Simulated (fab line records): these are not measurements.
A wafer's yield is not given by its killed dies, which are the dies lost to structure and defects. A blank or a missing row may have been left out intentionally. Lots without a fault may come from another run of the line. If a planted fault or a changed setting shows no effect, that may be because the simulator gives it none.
Matching of chambers ; flow n5 finfet ; N5_HKMG_FIN_ALD_91 on ald metal-03 has 4 sister chambers
The step deposits TiN, target thk 1 nm, pulse time 1 s, purge time 3 s. 4 wafers are shown with their chamber, then 7 later ones without.

## WAFERS PAIRED WITH THEIR CHAMBERS
wafer;chamber;heater power w (W)
L563.1;2;659
L563.2;1;840
L565.1;3;811
L565.4;0;790

## WAFERS WITHOUT THEIR CHAMBER
wafer;heater power w (W)
L565.5;831
L567.1;764
L567.3;851
L567.4;673
L568.3;820
L568.5;819
L568.6;668

## WHICH CHAMBER EACH ONE RAN IN
wafer;from the rows above;in truth
L565.5;can't be placed: 1 or 3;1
L567.1;can't be placed: 0 or 3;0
L567.3;1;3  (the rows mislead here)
L567.4;2;2
L568.3;can't be placed: 3 or 1 or 0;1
L568.5;can't be placed: 3 or 1 or 0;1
L568.6;2;2
Correctly placed: 2 of 7. Can't be placed from these rows: 4 (the true chamber is among the candidates in 4). Number placed wrongly: 1.
How it was worked out, from the rows above alone: a wafer's distance from a chamber is the root of the sum, over the readings, of the square of ((its reading less the chamber's mean) divided by the reading's scatter). If the next closest chamber is less than 2 further off than the closest, the wafer can't be placed; otherwise it belongs to the closest. For every chamber, the mean is computed from those of its wafers that are shown. The scatter: root of mean squared gap, hidden wafer to nearest shown wafer, with one shown wafer a chamber.
